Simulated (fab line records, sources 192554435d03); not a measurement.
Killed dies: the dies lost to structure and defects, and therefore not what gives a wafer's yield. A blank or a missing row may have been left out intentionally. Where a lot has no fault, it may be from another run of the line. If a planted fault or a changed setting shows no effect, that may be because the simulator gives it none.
Split-lot study	flow n5-finfet	on a route of 1938 steps: 7 lots, 21 wafers read

## THE SPLIT ITSELF
At N5_PASSIVATION_AL_DEP_21 (deposits Al, target thk 2800 nm, time 170 s), the setting time-s was moved away from the recipe's 170 s on 4 of the 21 wafers read, by -7.2% to +10.5%. All remaining wafers had this setting at the recipe value.

The split's own step is where the reading is taken.

## THE READING
Al_of_PASSIVATION_AL_DEP_21.thk-nm (the simulator's own value, which no gauge read), in nm, at N5_PASSIVATION_AL_DEP_21 (deposits Al, target thk 2800 nm, time 170 s). No usual value for it is given in the file. Here, 17 wafers ran the recipe; their average is 2787 nm with a standard deviation of 44 nm.

wafer	tool, chamber at the split	time-s as run, s	against the recipe	Al_of_PASSIVATION_AL_DEP_21.thk-nm, nm	against lot-mates on the recipe
L077.2	pvd-sputter-01, -	170	recipe	2717	-
L077.3	pvd-sputter-01, -	170	recipe	2804	-
L077.4	pvd-sputter-01, -	170	recipe	2755	-
L076.1	pvd-sputter-03, -	170	recipe	2804	-
L076.3	pvd-sputter-03, -	170	recipe	2825	-
L076.5	pvd-sputter-03, -	170	recipe	2806	-
L080.1	pvd-sputter-01, -	170	recipe	2818	-
L080.3	pvd-sputter-01, -	170	recipe	2787	-
L080.6	pvd-sputter-01, -	170	recipe	2704	-
L085.1	pvd-sputter-02, -	170	recipe	2800	-
L085.3	pvd-sputter-02, -	182.8	+7.5%	2969	+192
L085.6	pvd-sputter-02, -	170	recipe	2755	-
L088.2	pvd-sputter-02, -	170	recipe	2758	-
L088.4	pvd-sputter-02, -	170	recipe	2797	-
L088.6	pvd-sputter-02, -	170	recipe	2807	-
L093.3	pvd-sputter-01, -	170	recipe	2842	-
L093.4	pvd-sputter-01, -	170	recipe	2872	-
L093.6	pvd-sputter-01, -	157.8	-7.2%	2638	-219
L095.1	pvd-sputter-03, -	187.9	+10.5%	3074	+346
L095.2	pvd-sputter-03, -	187.9	+10.5%	3076	+348
L095.4	pvd-sputter-03, -	170	recipe	2728	-

FIT RESULTS
A straight line over all 21 wafers: Al_of_PASSIVATION_AL_DEP_21.thk-nm changes by +25.6 nm for each +1% of time-s; r = +0.92; the points scatter about the line by 42 nm.
The same after taking each lot's own level away (the mean of its wafers on the recipe; 21 wafers): +31.3 nm for each +1%; r = +0.97; scatter 29 nm.
The reading moves by 3.3e+02 nm for the largest change in time-s, on that fit.
Measured against the standard deviation above, the lots' own levels, which go from 2728.0 to 2857.0 nm, span 3.0 times it.
Hence the slope depends on the lot-to-lot level, as the two fits are not the same.
Check: with one of the wafers moved furthest among these (+10.5%) left out of the fit, the line predicts +321 nm for it against its lot-mates. Against them it came out at +346 nm.

## OTHER SPLITS APPLIED TO THESE WAFERS
Before the reading, these wafers also passed through other splits. Each is held against what the fit with the lots' levels taken away leaves over:
other split on the same wafers	wafers away from the commonest value	r with Al_of_PASSIVATION_AL_DEP_21.thk-nm (lot level and that fit taken away)
N5_BEOL_M14_PEB_26 peb-temp-c	7	+0.27

## FILE'S OWN FIT
Al_of_PASSIVATION_AL_DEP_21.thk-nm changes by +30.5 nm for each +1% of time-s, r = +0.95.
